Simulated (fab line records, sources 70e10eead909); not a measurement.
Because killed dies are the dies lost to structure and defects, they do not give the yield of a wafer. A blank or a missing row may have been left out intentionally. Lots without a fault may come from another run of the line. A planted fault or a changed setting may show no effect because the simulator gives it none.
fab line records	flow nand-harc
[record] lots = 6	wafers = 18	last-day = 23
route steps=1159 shown P_CONTACT@249 P_M0@253
lots that met no fault: from a run of the same line without faults
start-h: hours from the record's opening day to when the first of the lot's shown wafers began	wait-h: hours since the lot's step before	" as in the row above	L1.1+2: a row that stands for several wafers	- no value, or no start given	* or withheld: withheld	< > ~ a bound
route shown NAME@n: NAME is a module with steps in the file, n the number in the route of the first one	usual: mean/standard deviation of fault-free wafers	same: alike in all rows	chamber/n: place in a boat	sites: readings site by site	_std_site: the standard deviation of these	_edge_site: inner sites' mean taken away from outer sites' mean	radius-mm: how far each site lies from the wafer's centre	mask NAME#n: copy n	behind: the last tool/chamber to shape the wafer	hold: cause of the lot's hold/its duration in hours/its outcome	device: the n, p or np transistor that did not switch	end of line: the same wafers' tests at the end of the route	a step given without rows: its recipe and nothing more	killed: the dies lost at the first sort to structure and to defects; this is not the yield of the wafer	map: the dies of a wafer, with x for killed, . for not killed, _ for no die there
set.NAME: the run value of the setting; set.NAME@STEP: its run value at that earlier step	model.NAME: the simulator's own value behind a step, which no gauge read
lots seen at some steps along the route; tables by step, rows by wafer
services: the hour from which a tool's chamber was out of use, counted from the record's first day as start-h (under 0 if before that day), plus the number of hours and why
[[steps]]
[step NHARC_P_CONTACT_CMP_24]
[recipe] t-overpolish-s = 30	target-thk-nm = 200
[usual] motor-current-A = 12.2/1.4	overpolish-run-s = 29.999/0.0089	time-to-endpoint-s = 41.2/2.5
lot.wafer	tool	chamber	start-h	wait-h	motor-current-A	overpolish-run-s	time-to-endpoint-s
L308.3	cmp-02	2	113.94	0.3	12.0	30.010	41.6
L308.2	"	1	"	"	13.2	29.991	41.6
L308.6	"	2	"	"	12.7	29.993	45.3
L312.2	cmp-04	0	138.61	0.6	11.2	30.007	40.0
L312.1	"	2	"	"	11.6	30.001	41.5
L312.6	"	3	"	"	10.7	30.009	42.2
L317.3	cmp-04	2	170.39	0.3	11.4	29.985	41.1
L317.1	"	3	"	"	10.3	30.004	40.2
L317.6	"	2	"	"	11.8	29.997	41.9
L323.2	cmp-02	0	203.21	0.6	14.9	30.006	42.7
L323.3	"	1	"	"	12.7	29.976	39.6
L323.6	"	0	"	"	13.6	29.987	43.9
L326.1	cmp-01	0	217.30	0.6	14.7	29.982	42.8
L326.4	"	3	"	"	11.0	30.008	39.8
L326.5	"	0	"	"	14.6	30.007	41.4
L325.1	cmp-04	3	217.84	0.5	10.2	30.006	40.9
L325.3	"	1	"	"	13.4	29.994	41.0
L325.5	"	3	"	"	10.6	29.997	41.6
[step NHARC_P_CONTACT_SRD_26]
[step NHARC_P_CONTACT_INSPECT_27]
[usual] raw-defect-count = 282/130
lot.wafer	tool	chamber	start-h	wait-h	raw-defect-count
L308.2	defect-inspect-01	-	114.34	0.1	250
L308.3	"	-	"	"	143
L308.6	"	-	"	"	320
L312.1	defect-inspect-01	-	139.01	0.1	305
L312.2	"	-	"	"	339
L312.6	"	-	"	"	349
L317.1	defect-inspect-02	-	170.79	0.1	333
L317.3	"	-	"	"	230
L317.6	"	-	"	"	248
L323.2	defect-inspect-01	-	203.59	0.1	165
L323.3	"	-	"	"	352
L323.6	"	-	"	"	266
L326.1	defect-inspect-01	-	217.71	0.1	181
L326.4	"	-	"	"	353
L326.5	"	-	"	"	245
L325.1	defect-inspect-02	-	218.24	0.1	338
L325.3	"	-	"	"	594
L325.5	"	-	"	"	486
[step NHARC_P_M0_DEP_00]
[recipe] target-thk-a = 1500	target-thk-nm = 150	temp-c = withheld	pressure-torr = 5	flow-sccm = 200	rf-w = 600	material = SiOC
[step NHARC_P_M0_DEHYDRATE_01]
[recipe] temp-c = 150	time-s = 120
[step NHARC_P_M0_HMDS_02]
[recipe] time-s = 30
[step NHARC_P_M0_COAT_33]
[recipe] temp-c = 200	time-s = 65
[step NHARC_P_M0_COAT_03]
[recipe] spin-rpm = 1500	resist-thk-nm = 90
[step NHARC_P_M0_SOFTBAKE_04]
[recipe] temp-c = 105	time-s = 55
[step NHARC_P_M0_EBR_05]
[step NHARC_P_M0_EXPOSE_06]
[recipe] na = 1.35	target-cd-nm = 90	dose-mj = 81.28	mask-id = P_M0
[step NHARC_P_M0_PEB_07]
[recipe] peb-temp-c = 100	peb-time-s = 65
[usual] chill-plate-temp-C = 23.00/0.085	heater-power-total-W = 156.6/0.4	plate-temp-C = 100.01/0.13
lot.wafer	tool	chamber	start-h	wait-h	chill-plate-temp-C	heater-power-total-W	plate-temp-C
L308.2	litho-track-06	0	115.17	0.1	22.97	157.1	100.00
L308.3	"	0	"	"	22.88	156.4	100.03
L308.6	"	0	"	"	22.98	156.6	100.08
L312.1	litho-track-04	0	139.85	0.1	22.94	156.9	100.06
L312.2	"	0	"	"	23.07	157.0	100.01
L312.6	"	0	"	"	23.04	157.1	99.94
L317.1	litho-track-04	0	171.61	0.1	22.81	156.6	100.11
L317.3	"	0	"	"	22.93	156.4	100.00
L317.6	"	0	"	"	22.98	156.9	100.29
L323.2	litho-track-01	0	204.41	0.1	22.87	156.8	99.82
L323.3	"	0	"	"	22.97	157.0	99.94
L323.6	"	0	"	"	22.92	156.6	99.91
L326.1	litho-track-01	0	218.40	0.1	23.06	149.2	96.46
L326.4	"	0	"	"	23.11	149.1	96.45
L326.5	"	0	"	"	23.03	148.5	96.59
L325.1	litho-track-01	0	219.07	0.1	23.07	149.3	96.34
L325.3	"	0	"	"	23.05	149.2	96.19
L325.5	"	0	"	"	23.03	148.2	96.34
[step NHARC_P_M0_DEVELOP_08]
[recipe] develop-time-s = 35	dev-temp-c = 23
[step NHARC_P_M0_CD_MEAS_09]
[recipe] target-cd-nm = 90	landing-energy-ev = 500
[usual] cd-nm = 89.8/0.56
[same] landing-energy-ev = 500
lot.wafer	tool	chamber	start-h	wait-h	cd-nm
L308.2	cd-sem-02	0	115.25	-	89.6
L308.3	"	0	"	"	90.3
L308.6	"	0	"	"	89.8
L312.1	cd-sem-02	0	139.93	-	89.3
L312.2	"	0	"	"	89.4
L312.6	"	0	"	"	90.0
L317.1	cd-sem-03	0	171.69	-	90.1
L317.3	"	0	"	"	89.5
L317.6	"	0	"	"	91.0
L323.2	cd-sem-02	0	204.49	-	90.2
L323.3	"	0	"	"	89.8
L323.6	"	0	"	"	90.1
L326.1	cd-sem-02	0	218.48	-	75.2
L326.4	"	0	"	"	75.3
L326.5	"	0	"	"	75.9
L325.1	cd-sem-01	0	219.15	-	76.5
L325.3	"	0	"	"	76.2
L325.5	"	0	"	"	75.9
[step NHARC_P_M0_OVL_MEAS_10]
[recipe] pitch-nm = 180
[usual] overlay-x-nm = 0.0/1.1	overlay-y-nm = 0.0/0.6
lot.wafer	tool	chamber	start-h	wait-h	overlay-x-nm	overlay-y-nm
L308.2	overlay-01	-	115.33	-	1.9	-0.5
L308.3	"	-	"	"	1.0	-0.5
L308.6	"	-	"	"	1.0	-0.2
L312.1	overlay-01	-	140.02	-	-0.1	-0.1
L312.2	"	-	"	"	0.0	0.1
L312.6	"	-	"	"	0.1	-0.1
L317.1	overlay-02	-	171.78	-	0.0	0.3
L317.3	"	-	"	"	-0.4	0.0
L317.6	"	-	"	"	0.5	0.3
L323.2	overlay-01	-	204.58	-	-0.2	-0.5
L323.3	"	-	"	"	-0.5	-0.5
L323.6	"	-	"	"	0.4	-0.2
L326.1	overlay-01	-	218.57	-	0.2	0.3
L326.4	"	-	"	"	0.9	-0.2
L326.5	"	-	"	"	0.0	0.0
L325.1	overlay-02	-	219.23	-	0.2	0.1
L325.3	"	-	"	"	-0.3	0.4
L325.5	"	-	"	"	0.1	0.4
[step NHARC_P_M0_INSPECT_11]
[usual] raw-defect-count = 3.6/2.3
lot.wafer	tool	chamber	start-h	wait-h	raw-defect-count
L308.2	defect-inspect-02	-	115.37	0.0	3
L308.3	"	-	"	"	3
L308.6	"	-	"	"	5
L312.1	defect-inspect-02	-	140.05	0.0	5
L312.2	"	-	"	"	5
L312.6	"	-	"	"	4
L317.1	defect-inspect-02	-	171.83	0.1	4
L317.3	"	-	"	"	3
L317.6	"	-	"	"	2
L323.2	defect-inspect-02	-	204.62	0.0	4
L323.3	"	-	"	"	8
L323.6	"	-	"	"	6
L326.1	defect-inspect-02	-	218.60	0.0	2
L326.4	"	-	"	"	0
L326.5	"	-	"	"	3
L325.1	defect-inspect-01	-	219.27	0.0	1
L325.3	"	-	"	"	3
L325.5	"	-	"	"	2
[step NHARC_P_M0_DESCUM_14]
[recipe] time-s = 3	o2-flow-sccm = 200	ar-flow-sccm = 0	bias-power-w = 0	chemistry = O2
[usual] drypump-motor-current-A = 5.8/0.42	oes-product-au = 1.001/0.0068	rf-vpp-V = 57.8/0.88	showerhead-plenum-p-Torr = 1.90/0.09	throttle-valve-pct = 11.313/0.0088
lot.wafer	tool	chamber	start-h	wait-h	drypump-motor-current-A	oes-product-au	rf-hours-counter-h	rf-vpp-V	showerhead-plenum-p-Torr	throttle-valve-pct	model.P_M0.cd-nm
L308.2	rie-diel-05	2	115.45	0.1	6.0	0.993	8	57.4	1.92	11.319	90.02
L308.3	"	3	"	"	5.6	0.999	6	58.0	2.06	11.315	89.29
L308.6	"	1	"	"	5.1	0.991	-	59.0	1.80	11.310	89.65
L312.1	rie-diel-12	2	140.12	0.1	6.4	0.997	6	56.7	2.01	11.295	89.41
L312.2	"	0	"	"	5.9	1.002	6	56.9	1.78	11.304	89.47
L312.6	"	2	"	"	6.4	1.005	-	57.9	2.01	11.325	90.09
L317.3	rie-diel-10	2	171.90	0.1	6.0	0.999	11	58.3	1.83	11.310	89.07
L317.1	"	3	"	"	5.9	0.999	12	57.4	1.79	11.310	89.77
L317.6	"	2	"	"	6.0	0.996	-	58.3	1.84	11.300	90.42
L323.2	rie-diel-05	0	204.69	0.1	5.8	0.989	2	57.2	1.85	11.308	90.4
L323.3	"	1	"	"	5.1	0.992	2	56.9	1.80	11.312	89.4
L323.6	"	3	"	"	5.6	1.013	-	57.2	2.06	11.317	90.19
L326.4	rie-diel-12	1	218.67	0.1	5.5	0.993	0	58.3	1.84	11.320	75.61
L326.1	"	2	"	"	6.4	0.991	0	57.5	2.01	11.321	75.5
L326.5	"	1	"	"	5.4	0.997	-	58.1	1.84	11.310	75.8
L325.3	rie-diel-10	0	219.35	0.1	5.8	1.015	3	58.2	2.01	11.305	76.4
L325.1	"	1	"	"	5.2	0.998	3	58.4	1.94	11.309	76.59
L325.5	"	3	"	"	5.9	1.006	-	57.7	1.79	11.321	75.71
[step NHARC_P_M0_ETCH_34]
[recipe] target-depth-a = 400	overetch-a = 120	time-s = 43.94	ion-energy-ev = 200	n2-flow-sccm = 150	h2-flow-sccm = 150	ar-flow-sccm = 0	rf-w = 400	bias-w = 150	chemistry = N2/H2
[usual] drypump-motor-current-A = 5.8/0.42	oes-product-au = 1.001/0.0058	rf-vpp-V = 429.8/2.9	showerhead-plenum-p-Torr = 2.02/0.098	throttle-valve-pct = 14.172/0.0086
lot.wafer	tool	chamber	start-h	wait-h	drypump-motor-current-A	oes-product-au	rf-hours-counter-h	rf-vpp-V	showerhead-plenum-p-Torr	throttle-valve-pct
L308.3	rie-diel-05	1	115.52	0.1	5.1	0.996	8	425.8	1.92	14.172
L308.2	"	3	"	"	5.7	0.991	6	435.4	2.20	14.165
L308.6	"	2	"	"	6.0	0.997	-	430.4	2.05	14.151
L312.1	rie-diel-12	0	140.21	0.1	5.9	0.995	6	426.3	1.90	14.179
L312.2	"	1	"	"	5.4	0.996	8	428.9	1.96	14.173
L312.6	"	3	"	"	6.4	0.996	-	430.8	2.09	14.175
L317.1	rie-diel-10	2	171.98	0.1	6.0	1.002	11	427.7	1.95	14.175
L317.3	"	3	"	"	5.9	1.013	12	427.0	1.90	14.164
L317.6	"	2	"	"	6.0	1.004	-	428.6	1.95	14.172
L323.3	rie-diel-05	0	204.76	0.1	5.8	0.996	2	428.0	1.97	14.166
L323.2	"	2	"	"	6.0	1.008	2	431.7	2.05	14.165
L323.6	"	0	"	"	5.8	0.995	-	428.8	1.97	14.182
L326.4	rie-diel-12	0	218.75	0.1	5.9	1.000	0	427.1	1.90	14.174
L326.1	"	1	"	"	5.4	1.006	0	430.5	1.96	14.176
L326.5	"	3	"	"	6.4	1.007	-	432.5	2.09	14.171
L325.1	rie-diel-10	3	219.42	0.1	5.9	1.011	3	427.2	1.90	14.163
L325.3	"	1	"	"	5.2	1.003	3	431.6	2.07	14.167
L325.5	"	0	"	"	5.8	1.006	-	433.1	2.14	14.177
[step NHARC_P_M0_ETCH_15]
[recipe] target-depth-a = 1500	overetch-a = 150	time-s = 82.5	c4f8-flow-sccm = withheld	ar-flow-sccm = 400	rf-w = 600	bias-w = 300	chemistry = C4F8/Ar
[usual] oes-product-au = 0.955/0.021	rf-vpp-V = 440.4/2.9
lot.wafer	tool	chamber	start-h	wait-h	oes-product-au	rf-hours-counter-h	rf-vpp-V	model.P_M0.cd-nm
L308.3	rie-diel-05	0	-	-	0.922	7	438.0	89.18
L308.2	"	1	"	"	0.929	8	436.9	90.06
L308.6	"	0	"	"	0.922	-	438.8	89.54
L312.2	rie-diel-12	1	-	-	0.960	8	438.3	89.64
L312.1	"	0	"	"	0.979	6	438.0	89.16
L312.6	"	1	"	"	0.954	-	438.0	90.05
L317.1	rie-diel-10	1	-	-	0.928	14	443.3	89.47
L317.3	"	2	"	"	0.928	11	437.1	88.81
L317.6	"	3	"	"	0.922	-	438.7	90.19
L323.3	rie-diel-05	1	-	-	0.974	2	437.4	89.6
L323.2	"	3	"	"	0.971	2	444.3	90.39
L323.6	"	1	"	"	0.972	-	437.6	90.11
L326.1	rie-diel-12	3	-	-	0.974	0	441.5	75.76
L326.4	"	1	"	"	0.967	0	439.6	75.33
L326.5	"	3	"	"	0.981	-	442.6	75.6
L325.1	rie-diel-10	1	-	-	0.974	3	441.9	76.22
L325.3	"	3	"	"	0.975	3	437.1	76.48
L325.5	"	1	"	"	0.967	-	442.4	75.85
[step NHARC_P_M0_CD_MEAS_16]
[usual] cd-nm = 89.9/0.65
lot.wafer	tool	chamber	start-h	wait-h	cd-nm
L308.2	cd-sem-02	-	115.73	-	90.2
L308.3	"	-	"	"	89.3
L308.6	"	-	"	"	89.8
L312.1	cd-sem-01	-	140.41	-	89.4
L312.2	"	-	"	"	90.0
L312.6	"	-	"	"	90.1
L317.1	cd-sem-03	-	172.19	-	89.8
L317.3	"	-	"	"	89.3
L317.6	"	-	"	"	90.1
L323.2	cd-sem-01	-	204.98	-	90.4
L323.3	"	-	"	"	89.6
L323.6	"	-	"	"	90.3
L326.1	cd-sem-01	-	218.96	-	75.7
L326.4	"	-	"	"	75.5
L326.5	"	-	"	"	75.6
L325.1	cd-sem-02	-	219.63	-	75.9
L325.3	"	-	"	"	76.3
L325.5	"	-	"	"	75.8
[[services]]
tool	chamber	start-h	hours	kind
litho-track-01	-	93.00	7.0	pm
rie-diel-05	0	93.70	-	clean
rie-diel-10	3	102.31	4.6	repair
cmp-04	-	105.16	4.0	pm
rie-diel-12	0	105.75	4.0	repair
cmp-01	-	115.17	4.5	repair
litho-track-06	-	117.00	7.0	pm
rie-diel-10	-	118.42	4.4	repair
cmp-02	-	128.51	4.0	pm
cmp-01	-	128.83	1.2	repair
cmp-04	-	132.20	2.1	repair
litho-track-04	-	141.00	7.0	pm
cmp-04	-	147.88	1.0	repair
rie-diel-10	2	151.03	6.8	repair
rie-diel-05	-	151.26	0.7	repair
rie-diel-12	-	156.34	1.7	repair
rie-diel-05	-	163.60	9.0	pm
rie-diel-10	-	176.56	9.0	pm
rie-diel-12	2	178.02	6.2	repair
cmp-01	-	179.50	4.0	pm
rie-diel-05	-	188.75	0.4	repair
rie-diel-10	2	194.80	4.7	repair
rie-diel-12	-	202.40	9.0	pm
cmp-04	-	203.16	4.0	pm
[[key]]
[first-sign] step = NHARC_P_M0_PEB_07	reading = plate-temp-C	direction = down	sigmas = 27	usual = *	struck = *
[effect] step = NHARC_P_M0_PEB_07	reading = heater-power-total-W	direction = down	sigmas = 19	usual = *	struck = *
[effect] step = NHARC_P_M0_CD_MEAS_09	reading = cd-nm	direction = down	sigmas = 25	usual = 89.8	struck = 75.8
[effect] step = NHARC_P_M0_CD_MEAS_16	reading = cd-nm	direction = down	sigmas = 22	usual = 89.9	struck = 75.8
[model-effect] step = NHARC_P_M0_DESCUM_14	value = P_M0.cd-nm	without = 90.51	struck = 75.94
[model-effect] step = NHARC_P_M0_ETCH_15	value = P_M0.cd-nm	without = 90.45	struck = 75.87
met-at NHARC_P_M0_PEB_07
struck-wafers L325.1,L325.3,L325.5,L326.1,L326.4,L326.5
sort-left-out L325.1,L325.3,L325.5,L326.1,L326.4,L326.5
onset-between 204.41 218.40
[fault] kind = process-parameter-drift	tool = litho-track-01	chamber = -	onset-h = 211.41	steps = NHARC_P_M0_PEB_07	channel = peb-temp-c	offset = *	shape = step	end-h = 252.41	acts-in = *	stated = *
// sort-left-out: the simulated sort isn't trusted on such a fault, so these wafers' sort isn't shown, and their yield isn't known
